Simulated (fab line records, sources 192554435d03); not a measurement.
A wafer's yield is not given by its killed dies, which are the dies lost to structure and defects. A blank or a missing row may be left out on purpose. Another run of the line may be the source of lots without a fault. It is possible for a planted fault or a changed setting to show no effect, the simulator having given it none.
Split-lot trial | flow n5_finfet | on a route of 1938 steps: 7 lots, 39 wafers read

## SPLIT DETAILS
At N5_BEOL_M11_VIA_ETCH_34 (etches SiCOH lowk in C4F6/O2, target depth 184.5 nm, time 69.2 s), the setting target_depth_a was moved away from the recipe's 1845 angstrom on 9 of the 39 wafers read, by +19.6% to +53.4%. The other wafers ran this setting at the recipe's value.

The reading comes from the split's own step.

## THE READING
SOC_of_BEOL_M11_COAT_63.thk_nm (the simulator's own value, which no gauge read), in nm, at N5_BEOL_M11_VIA_ETCH_34 (etches SiCOH lowk in C4F6/O2, target depth 184.5 nm, time 69.2 s). There is no usual value for it anywhere in the file. Here, 30 wafers ran the recipe; their average is 92.2 nm with a standard deviation of 0.35 nm.

wafer  | tool, chamber at the split | target_depth_a as run, angstrom | against the recipe | SOC_of_BEOL_M11_COAT_63.thk_nm, nm | against lot-mates on the recipe
L086.1 | rie_diel-01, 1             | 2206                            | +19.6%             | 90                                 | -2.1
L086.2 | rie_diel-01, 0             | 1845                            | recipe             | 92                                 | -
L086.3 | rie_diel-01, 2             | 2206                            | +19.6%             | 90.4                               | -1.7
L086.4 | rie_diel-01, 3             | 2206                            | +19.6%             | 90.4                               | -1.7
L086.5 | rie_diel-01, 3             | 1845                            | recipe             | 92.2                               | -
L086.6 | rie_diel-01, 0             | 1845                            | recipe             | 92                                 | -
L085.1 | rie_diel-06, 2             | 1845                            | recipe             | 92.6                               | -
L085.2 | rie_diel-06, 3             | 2780                            | +50.7%             | 88.6                               | -3.9
L085.3 | rie_diel-06, 0             | 1845                            | recipe             | 92.6                               | -
L085.4 | rie_diel-06, 1             | 1845                            | recipe             | 92.4                               | -
L085.5 | rie_diel-06, 2             | 2780                            | +50.7%             | 88.6                               | -3.9
L085.6 | rie_diel-06, 1             | 2780                            | +50.7%             | 88.4                               | -4.1
L087.1 | rie_diel-06, 0             | 1845                            | recipe             | 91.8                               | -
L087.2 | rie_diel-06, 3             | 1845                            | recipe             | 91.6                               | -
L087.3 | rie_diel-06, 1             | 1845                            | recipe             | 91.8                               | -
L087.4 | rie_diel-06, 2             | 2831                            | +53.4%             | 87.2                               | -4.5
L087.5 | rie_diel-06, 3             | 2831                            | +53.4%             | 87.6                               | -4.1
L087.6 | rie_diel-06, 2             | 2831                            | +53.4%             | 87.4                               | -4.3
L089.1 | rie_diel-06, 1             | 1845                            | recipe             | 92.4                               | -
L089.2 | rie_diel-06, 3             | 1845                            | recipe             | 92                                 | -
L089.3 | rie_diel-06, 0             | 1845                            | recipe             | 92.6                               | -
L089.4 | rie_diel-06, 2             | 1845                            | recipe             | 92.2                               | -
L089.5 | rie_diel-06, 1             | 1845                            | recipe             | 92.6                               | -
L089.6 | rie_diel-06, 0             | 1845                            | recipe             | 92.4                               | -
L092.1 | rie_diel-05, 3             | 1845                            | recipe             | 91.8                               | -
L092.3 | rie_diel-05, 0             | 1845                            | recipe             | 91.8                               | -
L092.5 | rie_diel-05, 1             | 1845                            | recipe             | 92.2                               | -
L094.1 | rie_diel-05, 2             | 1845                            | recipe             | 92                                 | -
L094.2 | rie_diel-05, 0             | 1845                            | recipe             | 92                                 | -
L094.3 | rie_diel-05, 1             | 1845                            | recipe             | 92                                 | -
L094.4 | rie_diel-05, 3             | 1845                            | recipe             | 91.4                               | -
L094.5 | rie_diel-05, 1             | 1845                            | recipe             | 92.2                               | -
L094.6 | rie_diel-05, 0             | 1845                            | recipe             | 91.8                               | -
L095.1 | rie_diel-05, 0             | 1845                            | recipe             | 92.6                               | -
L095.2 | rie_diel-05, 3             | 1845                            | recipe             | 92.4                               | -
L095.3 | rie_diel-05, 1             | 1845                            | recipe             | 92.6                               | -
L095.4 | rie_diel-05, 2             | 1845                            | recipe             | 92.2                               | -
L095.5 | rie_diel-05, 0             | 1845                            | recipe             | 92.6                               | -
L095.6 | rie_diel-05, 1             | 1845                            | recipe             | 92.8                               | -

THE FIT
A straight line over all 39 wafers: SOC_of_BEOL_M11_COAT_63.thk_nm changes by -0.0821 nm for each +1% of target_depth_a; r = -0.97; the points scatter about the line by 0.38 nm.
The same after taking each lot's own level away (the mean of its wafers on the recipe; 39 wafers): -0.0806 nm for each +1%; r = -0.99; scatter 0.2 nm.
Per that fit: largest target_depth_a move, reading shift of 4.3 nm.
The lots' own levels span 91.73 to 92.53 nm, that is 2.3 times the standard deviation above.
The two slopes are in agreement: the lot-to-lot level therefore moves the slope only a little.
Check: -4.28 nm against its lot-mates is what the line predicts for one of the wafers moved furthest among these (+53.4%) when that wafer is left out of the fit. Against them it came out at -4.53 nm.

## THE OTHER SPLITS THESE WAFERS WENT THROUGH
Other splits were also applied to these wafers ahead of the reading. Each is held against what the fit with the lots' levels taken away leaves over:
other split on the same wafers           | wafers away from the commonest value | r with SOC_of_BEOL_M11_COAT_63.thk_nm (lot level and that fit taken away)
N5_BEOL_M4_TRENCH_ETCH_37 target_depth_a | 12                                   | +0.35
N5_BEOL_M6_DESCUM_33 time_s              | 12                                   | -0.17

## THE WHOLE CHAIN: every reading that the file lists as answering this split, in the file's order
step                    | what it does                                                     | reading                                                                         | change (the file's fit)                | r (the file's)
N5_BEOL_M11_VIA_ETCH_34 | etches SiCOH lowk in C4F6/O2, target depth 184.5 nm, time 69.2 s | etch.depth_nm (the simulator's own value, which no gauge read)                  | +1.9 nm for each +1% of the setting    | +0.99
N5_BEOL_M11_VIA_ETCH_34 | etches SiCOH lowk in C4F6/O2, target depth 184.5 nm, time 69.2 s | SOC_of_BEOL_M11_COAT_63.thk_nm (the simulator's own value, which no gauge read) | -0.0809 nm for each +1% of the setting | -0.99

## FILE'S OWN FIT
SOC_of_BEOL_M11_COAT_63.thk_nm changes by -0.0809 nm for each +1% of target_depth_a, r = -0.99.
